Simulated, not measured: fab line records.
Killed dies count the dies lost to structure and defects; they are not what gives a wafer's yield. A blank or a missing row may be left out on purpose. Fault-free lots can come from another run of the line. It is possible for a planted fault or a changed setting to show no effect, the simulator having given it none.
Matching of chambers    flow n5-finfet    N5_BEOL_M10_CURE_72 on uv-cure-02: 3 sister chambers
The step cures SiCOH lowk, time 120 s. 3 wafers are shown with their chamber, then 11 later ones without.

## WAFERS PAIRED WITH THEIR CHAMBERS
wafer   chamber  wafer_temp_C_max
L086.4  2        371.0
L088.6  0        372.4
L087.1  1        371.6

## WAFERS WITH NO CHAMBER GIVEN
wafer   wafer_temp_C_max
L087.3  371.0
L087.6  371.2
L090.1  372.2
L090.2  372.4
L090.3  372.7
L096.1  371.2
L096.4  371.2
L096.6  370.9
L097.1  372.9
L097.2  373.4
L097.4  371.9

## CHAMBER TAKEN BY EACH
wafer   from the rows above           in truth
L087.3  can't be placed: 2 or 1       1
L087.6  can't be placed: 2 or 1       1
L090.1  can't be placed: 0 or 1       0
L090.2  0                             0
L090.3  0                             0
L096.1  can't be placed: 2 or 1       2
L096.4  can't be placed: 2 or 1       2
L096.6  can't be placed: 2 or 1       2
L097.1  0                             0
L097.2  0                             0
L097.4  can't be placed: 1 or 0 or 2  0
Correctly placed: 4 of 11. From these rows, 7 cannot be placed; in 7 the true chamber is one of the candidates. Wrongly placed: 0.
How it was worked out, from the rows above alone: a wafer's distance from a chamber is the root of the sum, over the readings, of the square of ((its reading less the chamber's mean) divided by the reading's scatter). If the next closest chamber is less than 2 further off than the closest, the wafer can't be placed; otherwise it belongs to the closest. For every chamber, the mean is computed from those of its wafers that are shown. The scatter: with one shown wafer a chamber, the root of the mean of the squares of how far each hidden wafer lies from its nearest shown one.
